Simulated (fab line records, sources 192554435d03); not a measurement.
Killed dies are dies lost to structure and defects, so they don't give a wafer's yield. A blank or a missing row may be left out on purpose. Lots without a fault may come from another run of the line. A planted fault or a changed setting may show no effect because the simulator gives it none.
Split-lot experiment | flow n5_finfet | 7 lots, 21 wafers read, on a route of 1938 steps

THE SPLIT
At N5_BEOL_M5_COAT_74 (time 60 s, resist thk 5 nm), the setting spin_rpm was moved away from the recipe's 1500 rpm on 6 of the 21 wafers read, by -10.5% to +6.6%. The other wafers ran this setting at the recipe's value.

FROM THE SPLIT TO THE READING: what the file shows between them, 5 steps
- N5_BEOL_M5_EXPOSE_25: exposes mask V4, defocus 10 nm (also split here: dose_mj)
- N5_BEOL_M5_PEB_26: peb time 60 s
- N5_BEOL_M5_DEVELOP_27: develop time 30 s
- N5_BEOL_M5_CD_MEAS_28: target cd 30.6 nm, target cd y 20 nm
- N5_BEOL_M5_DESCUM_33: chemistry O2, time 7 s

THE READING
etch.depth_nm (the simulator's own value, which no gauge read), in nm, at N5_BEOL_M5_ETCH_75 (etches underlayer in N2/H2, target depth 6.5 nm, time 5.2 s). The file gives no usual value for it. The 15 wafers here that ran the recipe average 5.015 nm, standard deviation 0.017 nm.

wafer  | tool, chamber at the split | spin_rpm as run, rpm | against the recipe | etch.depth_nm, nm | against lot-mates on the recipe
L074.2 | litho_track-01, 0          | 1500                 | recipe             | 4.994             | -
L074.3 | litho_track-01, 0          | 1373                 | -8.5%              | 5.208             | +0.214
L074.5 | litho_track-01, 0          | 1500                 | recipe             | 4.994             | -
L077.1 | litho_track-01, 0          | 1342                 | -10.5%             | 5.298             | +0.287
L077.4 | litho_track-01, 0          | 1342                 | -10.5%             | 5.296             | +0.285
L077.6 | litho_track-01, 0          | 1500                 | recipe             | 5.011             | -
L076.1 | litho_track-02, 0          | 1433                 | -4.5%              | 5.144             | +0.117
L076.4 | litho_track-02, 0          | 1500                 | recipe             | 5.027             | -
L076.6 | litho_track-02, 0          | 1433                 | -4.5%              | 5.149             | +0.122
L081.3 | litho_track-01, 0          | 1500                 | recipe             | 5.024             | -
L081.4 | litho_track-01, 0          | 1500                 | recipe             | 4.988             | -
L081.5 | litho_track-01, 0          | 1500                 | recipe             | 5.021             | -
L092.1 | litho_track-03, 0          | 1500                 | recipe             | 5.028             | -
L092.4 | litho_track-03, 0          | 1599                 | +6.6%              | 4.856             | -0.171
L092.6 | litho_track-03, 0          | 1500                 | recipe             | 5.025             | -
L094.2 | litho_track-02, 0          | 1500                 | recipe             | 4.996             | -
L094.5 | litho_track-02, 0          | 1500                 | recipe             | 5                 | -
L094.6 | litho_track-02, 0          | 1500                 | recipe             | 5.012             | -
L097.1 | litho_track-01, 0          | 1500                 | recipe             | 5.025             | -
L097.3 | litho_track-01, 0          | 1500                 | recipe             | 5.048             | -
L097.5 | litho_track-01, 0          | 1500                 | recipe             | 5.028             | -

THE FIT
A straight line over all 21 wafers: etch.depth_nm changes by -0.0259 nm for each +1% of spin_rpm; r = -0.99; the points scatter about the line by 0.017 nm.
The same after taking each lot's own level away (the mean of its wafers on the recipe; 21 wafers): -0.0266 nm for each +1%; r = -1.00; scatter 0.0088 nm.
On that fit, the largest move of spin_rpm shifts the reading by 0.28 nm.
The lots' own levels span 4.9940 to 5.0337 nm, that is 2.4 times the standard deviation above.
So the lot-to-lot level changes the slope little: the two slopes agree.
Check: with one of the wafers moved furthest among these (-10.5%) left out of the fit, the line predicts +0.277 nm for it against its lot-mates. It came out at +0.287 nm against them.

OTHER SPLITS ON THESE WAFERS
These wafers also went through other splits before the reading. Each is held against what the fit with the lots' levels taken away leaves over:
other split on the same wafers | wafers away from the commonest value | r with etch.depth_nm (lot level and that fit taken away)
N5_BEOL_M3_DESCUM_33 time_s    | 2                                    | +0.06
N5_BEOL_M4_COAT_22 spin_rpm    | 5                                    | +0.18
N5_BEOL_M4_EXPOSE_25 dose_mj   | 6                                    | +0.06
N5_BEOL_M4_DESCUM_33 time_s    | 6                                    | +0.17
N5_BEOL_M4_ALD_98 ald_cycles   | 7                                    | +0.05
N5_BEOL_M5_EXPOSE_25 dose_mj   | 5                                    | +0.27

THE WHOLE CHAIN: every reading that the file lists as answering this split, in the file's order
step               | what it does                                                | reading                                                                            | change (the file's fit)                | r (the file's)
N5_BEOL_M5_ETCH_75 | etches underlayer in N2/H2, target depth 6.5 nm, time 5.2 s | CAR-EUV_of_BEOL_M5_COAT_22.thk_nm (the simulator's own value, which no gauge read) | +0.033 nm for each +1% of the setting  | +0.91
N5_BEOL_M5_ETCH_75 | etches underlayer in N2/H2, target depth 6.5 nm, time 5.2 s | etch.depth_nm (the simulator's own value, which no gauge read)                     | -0.0264 nm for each +1% of the setting | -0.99

THE FILE'S OWN FIT
etch.depth_nm changes by -0.0264 nm for each +1% of spin_rpm, r = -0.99.
